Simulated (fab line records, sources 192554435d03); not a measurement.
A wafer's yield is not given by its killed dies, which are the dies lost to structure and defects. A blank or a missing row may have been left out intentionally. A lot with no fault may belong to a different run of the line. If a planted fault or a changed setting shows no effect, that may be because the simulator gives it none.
Problem report in the 8D (eight disciplines) form, filled by code / flow n5Finfet / the parts of the form that need people (team, actions taken, sign-off) are left out
Where a reading is given only as a bound, like >300, the bound stands for it, and a mean or a difference that rests on one is marked > or <: the true number lies beyond.

1. THE ISSUE
rawDefectCount at N5_PMOS_HMC_CHANNEL_EPI_INSPECT_11 reads a mean of >300 on 9 wafers of 3 lots; wafers without a fault read 2.2 with a standard deviation of 1.5. So: +99 or more standard deviations from the usual mean.
The step: inspects for defects (macro).
Seen first at day 3 17:23 on defectInspect-01, wafer L951.2. The record holds 15 wafers of 5 lots with a number at this step. Rule for "out" (also "out of limits"): further than 4 standard deviations from the usual mean. The rest of the wafers with a number are treated as sound.

2. WHAT IT IS, AND WHAT IT ISN'T
question=which readings at this step | is=rawDefectCount | is not=-
question=which lots | is=L951, L953, L954 | is not=L950, L966
question=which wafers of those lots | is=all that have a number | is not=-
question=read on which gauges | is=defectInspect-01 | is not=defectInspect-02
question=when | is=from day 3 17:23 | is not=up to then (3 sound wafers); but 3 sound wafers of L966 came after

3. WHAT RULES OUT EACH SUSPECT
Counting: any tool at a process step up to the reading is kept as a suspect provided that every lot that is out went through it and no sound lot did after the first of them.
- ruled out: the gauge at N5_PMOS_HMC_CHANNEL_EPI_INSPECT_11. All the wafers that are out were read on defectInspect-01, but those of them that N5_PASSIVATION_PROBE_49 has rows for are out there too, on other tools.
- pecvd-02 at N5_PMOS_HMC_CHANNEL_EPI_HM_DEP_34 (deposits SiO2 from TEOS/O2, target thk 36 nm, time 6.9 s): kept. All lots that are out passed through it, beginning with L951 at day 3 16:55, and no sound lot followed; its final sound lot before that point was L950 at day 3 10:35.
The count leaves pecvd-02 at N5_PMOS_HMC_CHANNEL_EPI_HM_DEP_34.

4. THE CAUSE (what the simulator had put in)
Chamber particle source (pecvd-02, N5_PMOS_HMC_CHANNEL_EPI_HM_DEP_34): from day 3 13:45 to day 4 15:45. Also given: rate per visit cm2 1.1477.
Only this tool survived the counting.

5. THE CHAIN OF EFFECTS, in route order
One row per reading whose mean, taken over the struck wafers that have a number, lies over 3 standard deviations from the usual. Readings are gone through only where the record gives a usual standard deviation; hours: the median, over the lots, of the time from a lot's start at the first step in this table giving one to that lot's start at this step; sigmas: the change measured in usual standard deviations.
hours=0; step=N5_PMOS_HMC_CHANNEL_EPI_INSPECT_11; reading=rawDefectCount; usual=2.2; on struck wafers=>300; change=>+298; sigmas=+99 or more
hours=263; step=N5_PASSIVATION_PROBE_49; reading=defectLimitedYield; usual=91.0 %; on struck wafers=81.5; change=-9.5; sigmas=-6.4
hours=263; step=N5_PASSIVATION_PROBE_49; reading=killedAtFrontEnd; usual=42; on struck wafers=165; change=+123; sigmas=+10
hours=263; step=N5_PASSIVATION_PROBE_49; reading=killedDies; usual=106; on struck wafers=219; change=+113; sigmas=+6.3
hours=263; step=N5_PASSIVATION_PROBE_49; reading=sort_bin_5_function; usual=5.3 %; on struck wafers=11.6; change=+6.3; sigmas=+6.3
hours=263; step=N5_PASSIVATION_PROBE_49; reading=sortNPass; usual=1074; on struck wafers=961; change=-113; sigmas=-6.3
hours=263; step=N5_PASSIVATION_PROBE_49; reading=sortYieldPct; usual=91.0 %; on struck wafers=81.5; change=-9.5; sigmas=-6.4
Process steps it contains:
- N5_PASSIVATION_PROBE_49
Later measuring or inspecting steps at which every struck wafer that the step has a row for has a number for every such reading, and none has moved that far: N5_BEOL_M4_RC_MEAS_101.

6. WHAT WOULD HAVE CAUGHT IT SOONER
The first out-of-limits reading at a measuring or inspecting step in this record came at day 3 17:23, 4 hours after the fault's start at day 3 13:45.
Tool readings at N5_PMOS_HMC_CHANNEL_EPI_HM_DEP_34 with a usual standard deviation given in the record: none out on any struck wafer, hence no alarm at a limit of 4 standard deviations on them.
L953, L954, from the lots that are out (3), started N5_PMOS_HMC_CHANNEL_EPI_HM_DEP_34 on pecvd-02 later than day 3 17:23. A hold on the tool at that time would have spared those 2.
